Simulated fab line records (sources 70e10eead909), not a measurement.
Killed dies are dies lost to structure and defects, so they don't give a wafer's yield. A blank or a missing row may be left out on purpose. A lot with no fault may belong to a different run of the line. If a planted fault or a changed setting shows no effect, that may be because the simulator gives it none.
Which tool was responsible?    flow nand harc    10 lots, 30 wafers sampled, at 6 steps of a route of 1302

## WHAT THE GAUGES READ, wafer by wafer
NHARC_END_SORT_01.
lot   measured      on         defect limited yield (%)  killed at array  killed at other  killed at periphery  killed dies  killed open  killed short  sort_bin_2_pct (%)  sort_bin_3_pct (%)  sort_bin_4_pct (%)  sort n pass  sort rim yield pct (%)  sort yield pct (%)
L362  day 25 02:08  prober-01  92.6 91.6 92.0            44 49 48         1 1 1            5 7 5                50 57 54     6 8 7        5 4 2         2.4 2.1 2.4         0.4 0.1 0.3         4.6 6.2 5.3         627 620 623  92 92 89                92.6 91.6 92.0
L364  day 25 09:55  prober-01  90.4 90.0 89.2            55 53 60         0 0 0            10 15 13             65 68 73     2 1 3        3 2 3         3.7 3.2 4.7         1.2 0.9 1.0         4.7 5.9 5.0         612 609 604  88 88 84                90.4 90.0 89.2
L365  day 25 17:43  prober-01  92.2 88.3 90.3            47 75 64         0 0 0            6 4 2                53 79 66     0 2 3        0 4 0         2.8 4.9 4.9         1.0 1.3 0.4         4.0 5.5 4.4         624 598 611  89 84 89                92.2 88.3 90.3
L366  day 26 00:58  prober-02  93.6 93.5 93.5            38 43 42         1 0 1            4 1 1                43 44 44     3 2 1        2 3 3         2.2 1.9 2.1         0.1 0.3 0.6         4.0 4.3 3.8         634 633 633  89 92 91                93.6 93.5 93.5
L367  day 25 15:37  prober-02  90.8 89.8 89.4            57 63 66         0 2 0            5 4 6                62 69 72     4 2 2        2 4 0         2.5 3.4 4.6         1.3 0.1 0.6         5.3 6.6 5.5         615 608 605  90 87 87                90.8 89.8 89.4
L368  day 26 23:28  prober-02  92.0 91.9 91.9            51 50 52         1 0 2            2 5 1                54 55 55     4 4 3        4 2 2         3.0 2.7 3.0         0.6 1.0 0.6         4.4 4.4 4.6         623 622 622  90 91 86                92.0 91.9 91.9
L370  day 27 15:32  prober-02  91.0 90.8 93.1            55 53 45         1 1 0            5 8 2                61 62 47     5 4 2        0 5 0         3.5 3.4 2.8         0.9 0.4 0.4         4.6 5.3 3.7         616 615 630  84 86 86                91.0 90.8 93.1
L372  day 28 03:49  prober-02  90.5 91.6 91.3            61 52 55         0 1 0            3 4 4                64 57 59     4 3 2        2 3 2         3.5 1.8 3.4         0.4 0.9 0.6         5.5 5.8 4.7         613 620 618  85 87 89                90.5 91.6 91.3
L378  day 31 16:06  prober-02  91.1 79.2 90.3            59 49 64         1 2 0            0 90 2               60 141 66    2 2 6        2 2 1         2.5 8.4 4.3         0.6 5.0 0.9         5.8 7.4 4.6         617 536 611  87 87 91                91.1 79.2 90.3
L382  day 32 21:02  prober-02  92.8 90.3 88.6            46 60 75         0 1 0            3 5 2                49 66 77     4 5 5        2 4 3         3.1 3.2 5.0         0.7 0.7 0.9         3.4 5.8 5.5         628 611 600  89 83 82                92.8 90.3 88.6

## WHAT TOOL EACH LOT RAN ON (gives the tool, then ch and the chambers of the sampled wafers, and finally the start)
lot   NHARC_P_BONDPAD_DEP_00           NHARC_P_BONDPAD_STRIP_15            NHARC_P_BONDPAD_PVD_17                   NHARC_P_BONDPAD_CMP_19         NHARC_P_BONDPAD_ACTIVATE_29
L362  pecvd-04 ch 0,2, day 6 19:13     rie diel-02 ch 0,2,3, day 6 21:02   pvd sputter-01, day 6 22:41 or earlier   cmp-01 ch 1,2,3, day 6 22:41   rie diel-08 ch 0,1,2, day 6 23:16
L364  pecvd-03 ch 0,1,2, day 7 06:58   rie diel-09 ch 2,3, day 7 08:45     pvd sputter-01, day 7 10:26 or earlier   cmp-03 ch 1,2, day 7 10:26     rie diel-08 ch 0,1,3, day 7 11:01
L365  pecvd-04 ch 1,2, day 7 22:55     rie diel-02 ch 0,1,2, day 8 00:44   pvd sputter-02, day 8 02:25 or earlier   cmp-02 ch 0,1,3, day 8 02:25   rie diel-08 ch 0,1,2, day 8 03:00
L366  pecvd-01 ch 0,2, day 7 23:52     rie diel-02 ch 0,1,2, day 8 02:02   pvd sputter-02, day 8 03:40 or earlier   cmp-01 ch 0,3, day 8 03:40     rie diel-02 ch 0,2, day 8 04:16
L367  pecvd-03 ch 0,2, day 8 10:31     rie diel-08 ch 0,2,3, day 8 12:22   pvd sputter-03, day 8 14:17 or earlier   cmp-02 ch 1,2, day 8 14:17     rie diel-08 ch 0,1,2, day 8 14:56
L368  pecvd-04 ch 0,1, day 9 03:53     rie diel-02 ch 1,2,3, day 9 05:35   pvd sputter-03, day 9 07:12 or earlier   cmp-01 ch 0,1,3, day 9 07:12   rie diel-02 ch 0,1,3, day 9 07:47
L370  pecvd-03 ch 0,1,2, day 9 20:31   rie diel-02 ch 0,1,2, day 9 22:10   pvd sputter-01, day 9 23:49 or earlier   cmp-02 ch 0,2,3, day 9 23:49   rie diel-08 ch 0,2,3, day 10 00:25
L372  pecvd-04 ch 0,1, day 10 13:01    rie diel-08 ch 0,1,2, day 10 14:44  pvd sputter-02, day 10 16:23 or earlier  cmp-02 ch 0,1,2, day 10 16:23  rie diel-02 ch 0,1,2, day 10 16:58
L378  pecvd-04 ch 0,1,2, day 13 08:29  rie diel-09 ch 0,1,3, day 13 10:05  pvd sputter-03, day 13 11:46 or earlier  cmp-03 ch 0,1,3, day 13 11:46  rie diel-08 ch 0,2,3, day 13 19:59
L382  pecvd-03 ch 1,2, day 14 20:02    rie diel-08 ch 0,1,2, day 14 21:51  pvd sputter-01, day 14 23:59 or earlier  cmp-01 ch 0,1,2, day 14 23:59  rie diel-08 ch 0,2,3, day 15 00:35
- NHARC_P_BONDPAD_DEP_00: deposits SiCN, target thk 250 nm.
- NHARC_P_BONDPAD_STRIP_15: strips in O2.
- NHARC_P_BONDPAD_PVD_17: deposits TaN, target thk 5 nm, time 8.06 s.
- NHARC_P_BONDPAD_CMP_19: polishes, t overpolish 30 s, cu recess touch 16 s, target thk 160.81 nm.
- NHARC_P_BONDPAD_ACTIVATE_29: chemistry N2, time 60 s.

## AS READ BY THE TOOLS THEMSELVES (means over the sampled wafers that have a number; for cases with no such wafer, the mark the record gives instead)
NHARC_P_BONDPAD_DEP_00.
lot   tool      heater power w (W)
L362  pecvd-04  577
L364  pecvd-03  549
L365  pecvd-04  732
L366  pecvd-01  550
L367  pecvd-03  603
L368  pecvd-04  567
L370  pecvd-03  517
L372  pecvd-04  536
L378  pecvd-04  578
L382  pecvd-03  589

NHARC_P_BONDPAD_STRIP_15.
lot   tool         drypump motor current A (A)  oes product au (a.u.)  rf vpp V (V)  showerhead plenum p Torr (Torr)  throttle valve pct (%)
L362  rie diel-02  5.69                         1.018                  57.9          3.56                             17.035
L364  rie diel-09  6.11                         0.986                  58.8          3.61                             17.038
L365  rie diel-02  5.55                         1.012                  58.2          3.59                             17.035
L366  rie diel-02  5.56                         1.007                  59.1          3.59                             17.037
L367  rie diel-08  5.88                         0.989                  57.6          3.56                             17.034
L368  rie diel-02  5.66                         1.003                  58.0          3.54                             17.036
L370  rie diel-02  5.58                         1.005                  56.9          3.59                             17.032
L372  rie diel-08  5.60                         0.995                  58.4          3.53                             17.037
L378  rie diel-09  6.06                         0.998                  58.1          3.49                             17.033
L382  rie diel-08  5.61                         1.000                  58.3          3.52                             17.038

NHARC_P_BONDPAD_PVD_17.
lot   tool            throttle valve pct (%)
L362  pvd sputter-01  30.1
L364  pvd sputter-01  28.9
L365  pvd sputter-02  29.9
L366  pvd sputter-02  29.8
L367  pvd sputter-03  29.6
L368  pvd sputter-03  29.9
L370  pvd sputter-01  29.8
L372  pvd sputter-02  29.8
L378  pvd sputter-03  30.3
L382  pvd sputter-01  29.7

NHARC_P_BONDPAD_CMP_19.
lot   tool    edge zone pressure frac  motor current A (A)  overpolish run s (s)  retaining ring pressure frac
L362  cmp-01  1.002                    12.3                 30.012                1.001
L364  cmp-03  0.996                    13.2                 30.009                1.000
L365  cmp-02  1.005                    12.5                 30.005                0.998
L366  cmp-01  1.008                    11.3                 29.996                1.004
L367  cmp-02  0.995                    12.9                 30.007                1.000
L368  cmp-01  1.000                    12.2                 29.994                0.998
L370  cmp-02  0.995                    13.6                 29.995                0.997
L372  cmp-02  1.000                    12.6                 29.996                0.997
L378  cmp-03  0.994                    12.7                 30.001                1.002
L382  cmp-01  1.004                    11.7                 29.996                0.998

NHARC_P_BONDPAD_ACTIVATE_29.
lot   tool         drypump motor current A (A)  oes product au (a.u.)  rf vpp V (V)  showerhead plenum p Torr (Torr)
L362  rie diel-08  5.6                          0.985                  64.4          1.77
L364  rie diel-08  5.9                          0.986                  63.4          1.72
L365  rie diel-08  5.6                          0.984                  63.4          1.77
L366  rie diel-02  5.5                          1.012                  63.4          1.81
L367  rie diel-08  5.6                          0.992                  63.7          1.77
L368  rie diel-02  5.7                          1.011                  63.4          1.77
L370  rie diel-08  5.9                          1.003                  65.0          1.79
L372  rie diel-02  5.5                          1.003                  63.9          1.80
L378  rie diel-08  5.9                          1.002                  65.4          1.79
L382  rie diel-08  5.8                          1.005                  64.0          1.79

## THE ANSWER, worked out from the rows above alone
Rule: usual is defined by the lots themselves. The widest of any qualifying gaps counts: lots, ordered by their means at a reading, are off when they make up no more than a third of the lots, leave a main group of 4 or more, and stand apart from it by 3 or more times the standard deviation of that group's means. Not used: any main group whose means are identical at the precision the tables above print for the reading. Also off: a lot with no number at a reading for which 4 or more lots have one. All remaining lots with rows at the step are treated as sound. First the gauges in route order, then the tools' own readings, where a lot's mean is used as printed above. The first step at which some lot is off is used, and at that step the reading that is off furthest; a lot without a number counts as furthest.
Off, at NHARC_END_SORT_01 on killed at periphery: L378. Main group: mean 4.9, sd 3.
If a tool, at a process step before that reading, ran all the lots that are off and no sound lot after the first of them, it fits. Not tried: the gauges at NHARC_END_SORT_01; whatever is off there is also off at NHARC_P_BONDPAD_STRIP_15, on other tools, and gauge error can't account for it. NHARC_P_BONDPAD_PVD_17: start missing for some lots; hours and lot order therefore follow NHARC_P_BONDPAD_CMP_19. Can't be told from this: 4 tools fit, pecvd-04 at NHARC_P_BONDPAD_DEP_00, rie diel-09 at NHARC_P_BONDPAD_STRIP_15, pvd sputter-03 at NHARC_P_BONDPAD_PVD_17, cmp-03 at NHARC_P_BONDPAD_CMP_19.

## WHAT HAD BEEN PUT IN BY THE SIMULATOR
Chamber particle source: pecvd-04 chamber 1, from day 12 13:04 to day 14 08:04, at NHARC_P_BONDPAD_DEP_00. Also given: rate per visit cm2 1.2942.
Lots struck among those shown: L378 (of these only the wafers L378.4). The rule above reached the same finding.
